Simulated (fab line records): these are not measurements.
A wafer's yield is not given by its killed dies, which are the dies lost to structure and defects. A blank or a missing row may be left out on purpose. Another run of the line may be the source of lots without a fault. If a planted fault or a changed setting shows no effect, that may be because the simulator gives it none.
Matching of chambers + flow n5 finfet + rie diel-05 running N5_SDB_HM_OPEN_20: 4 sister chambers
The step chemistry CH3F/O2, target SiNx, stops on poly-Si, target depth 24 nm. 4 wafers are shown with their chamber, then 7 later ones without.

## EACH WAFER AND ITS CHAMBER
| wafer  | chamber | showerhead plenum p Torr (Torr) |
|--------|---------|---------------------------------|
| L997.6 | 0       | 1.91                            |
| L105.6 | 2       | 2.09                            |
| L112.1 | 1       | 2.00                            |
| L112.3 | 3       | 1.91                            |

## WAFERS WITH NO CHAMBER GIVEN
| wafer  | showerhead plenum p Torr (Torr) |
|--------|---------------------------------|
| L112.5 | 1.91                            |
| L116.4 | 1.90                            |
| L116.5 | 1.99                            |
| L116.6 | 1.90                            |
| L119.1 | 2.08                            |
| L119.4 | 1.90                            |
| L119.6 | 1.99                            |

## CHAMBER TAKEN BY EACH
| wafer  | from the rows above     | in truth |
|--------|-------------------------|----------|
| L112.5 | can't be placed: 0 or 3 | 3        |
| L116.4 | can't be placed: 0 or 3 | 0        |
| L116.5 | 1                       | 1        |
| L116.6 | can't be placed: 0 or 3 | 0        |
| L119.1 | 2                       | 2        |
| L119.4 | can't be placed: 0 or 3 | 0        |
| L119.6 | 1                       | 1        |
3 of 7 placed correctly. From these rows, 4 cannot be placed; in 4 the true chamber is one of the candidates. Number placed wrongly: 0.
How it was worked out, from the rows above alone: a wafer's distance from a chamber is the root of the sum, over the readings, of the square of ((its reading less the chamber's mean) divided by the reading's scatter). The wafer belongs to the nearest chamber; if the next one is less than 2 further off, it can't be placed. A chamber's mean is the mean of its shown wafers. The scatter: root of mean squared gap, hidden wafer to nearest shown wafer, with one shown wafer a chamber.
